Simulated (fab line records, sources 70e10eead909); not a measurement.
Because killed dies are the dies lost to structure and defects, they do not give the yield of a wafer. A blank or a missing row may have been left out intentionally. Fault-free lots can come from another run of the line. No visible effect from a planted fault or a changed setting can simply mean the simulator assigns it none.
Which tool did it? ; flow nand_harc ; 15 lots, 45 wafers sampled, at 4 steps of a route of 1159

== WHAT THE GAUGES READ, wafer by wafer ==
No reading from a measuring or inspecting step in the record can be judged against a usual standard deviation.

== EACH LOT AND THE TOOL THAT RAN IT (in order: tool; ch and the chambers of the sampled wafers; start) ==
lot;NHARC_A_M1_PVD_20;NHARC_A_M1_ANNEAL_31;NHARC_A_BONDPAD_PEB_07;NHARC_A_BONDPAD_ETCH_12
L809;pvd_sputter-01, day 18 05:00 or earlier;rtp_anneal-02 ch 0, day 18 05:00;litho_track-02 ch 0, day 18 07:40;rie_diel-02 ch 1,2,3, no start
L810;pvd_sputter-03, day 18 05:54 or earlier;rtp_anneal-01 ch 0, day 18 05:54;litho_track-07 ch 0, day 18 08:28;rie_diel-02 ch 0,3, no start
L811;pvd_sputter-02, day 18 15:28 or earlier;rtp_anneal-01 ch 0, day 18 15:28;litho_track-02 ch 0, day 18 18:05;rie_diel-02 ch 0,2,3, no start
L812;pvd_sputter-01, day 18 15:47 or earlier;rtp_anneal-01 ch 0, day 18 15:47;litho_track-02 ch 0, day 18 18:25;rie_diel-11 ch 0,2,3, no start
L815;pvd_sputter-03, day 19 12:33 or earlier;rtp_anneal-01 ch 0, day 19 12:33;litho_track-07 ch 0, day 19 15:37;rie_diel-02 ch 0,1, no start
L816;pvd_sputter-03, day 19 16:01 or earlier;rtp_anneal-01 ch 0, day 19 16:01;litho_track-05 ch 0, day 19 18:35;rie_diel-02 ch 2,3, no start
L817;pvd_sputter-03, day 19 23:32 or earlier;rtp_anneal-01 ch 0, day 19 23:32;litho_track-07 ch 0, day 20 02:02;rie_diel-02 ch 0,1,2, no start
L818;pvd_sputter-02, day 19 23:52 or earlier;rtp_anneal-02 ch 0, day 19 23:52;litho_track-05 ch 0, day 20 02:44;rie_diel-08 ch 2,3, no start
L823;pvd_sputter-02, day 20 10:43 or earlier;rtp_anneal-02 ch 0, day 20 10:43;litho_track-02 ch 0, day 20 13:17;rie_diel-02 ch 1,2,3, no start
L820;pvd_sputter-01, day 20 16:29 or earlier;rtp_anneal-02 ch 0, day 20 16:29;litho_track-07, day 20 19:09;rie_diel-02 ch 0,1,2, no start
L822;pvd_sputter-02, day 20 22:21 or earlier;rtp_anneal-02 ch 0, day 20 22:21;litho_track-02, day 21 00:58;rie_diel-02 ch 0,2,3, no start
L824;pvd_sputter-01, day 21 06:53 or earlier;rtp_anneal-02 ch 0, day 21 06:53;litho_track-02, day 21 09:29;rie_diel-08 ch 2,3, no start
L830;pvd_sputter-02, day 22 08:30 or earlier;rtp_anneal-02 ch 0, day 22 08:30;litho_track-07 ch 0, day 22 11:00;rie_diel-08 ch 1,3, no start
L831;pvd_sputter-02, day 23 00:21 or earlier;rtp_anneal-02 ch 0, day 23 00:21;litho_track-02 ch 0, day 23 02:56;rie_diel-02 ch 0,1,3, no start
L832;pvd_sputter-02, day 24 08:01 or earlier;rtp_anneal-01 ch 0, day 24 08:01;litho_track-05 ch 0, day 24 10:37;rie_diel-08 ch 0,2,3, no start
- NHARC_A_M1_PVD_20: deposits TaN, target thk 5 nm, time 8.06 s.
- NHARC_A_M1_ANNEAL_31: time 90 s.
- NHARC_A_BONDPAD_PEB_07: peb time 80 s.
- NHARC_A_BONDPAD_ETCH_12: etches the open film in CHF3/O2, target depth 220 nm, time 110 s.

== WHAT THE TOOLS THEMSELVES READ (means of the sampled wafers that have a number; where no wafer has one, the mark that the record gives instead) ==
NHARC_A_M1_PVD_20. Usual: 30.8 % for throttle_valve_pct, sd 1.
lot;tool;throttle_valve_pct (%);flag
L809;pvd_sputter-01;31.2;
L810;pvd_sputter-03;31.8;
L811;pvd_sputter-02;30.4;
L812;pvd_sputter-01;31.7;
L815;pvd_sputter-03;30.4;
L816;pvd_sputter-03;30.2;
L817;pvd_sputter-03;30.1;
L818;pvd_sputter-02;30.3;
L823;pvd_sputter-02;29.8;
L820;pvd_sputter-01;31.5;
L822;pvd_sputter-02;30.9;
L824;pvd_sputter-01;31.3;
L830;pvd_sputter-02;31.2;
L831;pvd_sputter-02;30.5;
L832;pvd_sputter-02;30.9;

NHARC_A_M1_ANNEAL_31. Usual: 226.4 for wafer_temp_C_max, sd 0.57.
lot;tool;wafer_temp_C_max;flag
L809;rtp_anneal-02;225.9;
L810;rtp_anneal-01;227.1;
L811;rtp_anneal-01;227.0;
L812;rtp_anneal-01;227.3;
L815;rtp_anneal-01;226.7;
L816;rtp_anneal-01;226.7;
L817;rtp_anneal-01;227.0;
L818;rtp_anneal-02;225.9;
L823;rtp_anneal-02;225.8;
L820;rtp_anneal-02;225.9;
L822;rtp_anneal-02;225.9;
L824;rtp_anneal-02;226.1;
L830;rtp_anneal-02;225.9;
L831;rtp_anneal-02;225.9;
L832;rtp_anneal-01;226.6;

NHARC_A_BONDPAD_PEB_07. Usual: chill_plate_temp_C 23.01 C, standard deviation 0.11; exhaust_pa 45.1 Pa, standard deviation 0.86.
lot;tool;chill_plate_temp_C (C);exhaust_pa (Pa);flag
L809;litho_track-02;22.93;45.7;
L810;litho_track-07;22.96;45.7;
L811;litho_track-02;23.10;44.9;
L812;litho_track-02;23.16;45.0;
L815;litho_track-07;23.05;45.6;
L816;litho_track-05;22.94;45.0;
L817;litho_track-07;23.04;45.0;
L818;litho_track-05;23.01;44.5;
L823;litho_track-02;22.92;44.9;
L820;litho_track-07;-;-;OFF
L822;litho_track-02;-;-;OFF
L824;litho_track-02;-;-;OFF
L830;litho_track-07;22.93;45.7;
L831;litho_track-02;23.21;45.8;
L832;litho_track-05;22.92;45.5;

NHARC_A_BONDPAD_ETCH_12. Usual: value, then standard deviation, for each; drypump_motor_current_A 6.1 A / 0.43; o2_flow_sccm 10.000 sccm / 0.029; oes_product_au 0.950 a.u. / 0.024; rf_fwd_power_W 496.7 W / 1.7; rf_vpp_V 370.1 V / 2.4; showerhead_plenum_p_Torr 2.38 Torr / 0.1; throttle_valve_pct 20.572 % / 0.0089.
lot;tool;drypump_motor_current_A (A);o2_flow_sccm (sccm);oes_product_au (a.u.);rf_fwd_power_W (W);rf_vpp_V (V);showerhead_plenum_p_Torr (Torr);throttle_valve_pct (%);flag
L809;rie_diel-02;6.0;9.968;0.960;497.4;370.3;2.40;20.572;
L810;rie_diel-02;6.5;10.010;0.929;497.1;367.6;2.27;20.569;
L811;rie_diel-02;6.4;9.977;0.969;495.8;367.8;2.31;20.576;
L812;rie_diel-11;5.8;9.995;0.929;497.3;370.6;2.41;20.571;
L815;rie_diel-02;6.1;10.017;0.983;496.2;372.2;2.49;20.568;
L816;rie_diel-02;6.2;10.004;0.962;496.5;369.4;2.33;20.569;
L817;rie_diel-02;6.2;10.026;0.926;496.3;370.0;2.42;20.567;
L818;rie_diel-08;5.7;10.001;0.933;494.1;370.3;2.40;20.561;
L823;rie_diel-02;6.1;10.002;0.980;498.4;370.6;2.40;20.574;
L820;rie_diel-02;6.2;9.981;0.928;497.4;371.6;2.42;20.569;
L822;rie_diel-02;6.4;9.986;0.970;496.6;369.0;2.31;20.567;
L824;rie_diel-08;5.6;10.008;0.962;495.9;370.6;2.40;20.578;
L830;rie_diel-08;5.9;10.033;0.934;496.8;368.7;2.30;20.563;
L831;rie_diel-02;6.3;10.003;0.973;496.3;369.7;2.38;20.562;
L832;rie_diel-08;5.9;9.974;0.921;497.8;370.3;2.38;20.573;

== THE ANSWER, worked out from the rows above alone ==
Rule: take the mean of a lot's wafers that have a number; if it is more than 3 standard deviations from the usual mean, the lot is off. Also off: a lot with no number at a reading for which 4 or more lots have one. Any other lot the step has rows for is counted as sound. First the gauges in route order, then the tools' own readings, where a lot's mean is used as printed above. The first step at which some lot is off is used, and at that step the reading that is off furthest; a lot without a number counts as furthest.
Off: L820, L822, L824 (NHARC_A_BONDPAD_PEB_07, chill_plate_temp_C). Without a number there: L820, L822, L824.
If a tool, at that step or one of the process steps before it, ran each lot that is off and ran no sound lot following the first of them, it fits. NHARC_A_M1_PVD_20: start missing for some lots; hours and lot order therefore follow NHARC_A_M1_ANNEAL_31. Of those tried, none fits.

== WHAT THE SIMULATOR HAD INSERTED ==
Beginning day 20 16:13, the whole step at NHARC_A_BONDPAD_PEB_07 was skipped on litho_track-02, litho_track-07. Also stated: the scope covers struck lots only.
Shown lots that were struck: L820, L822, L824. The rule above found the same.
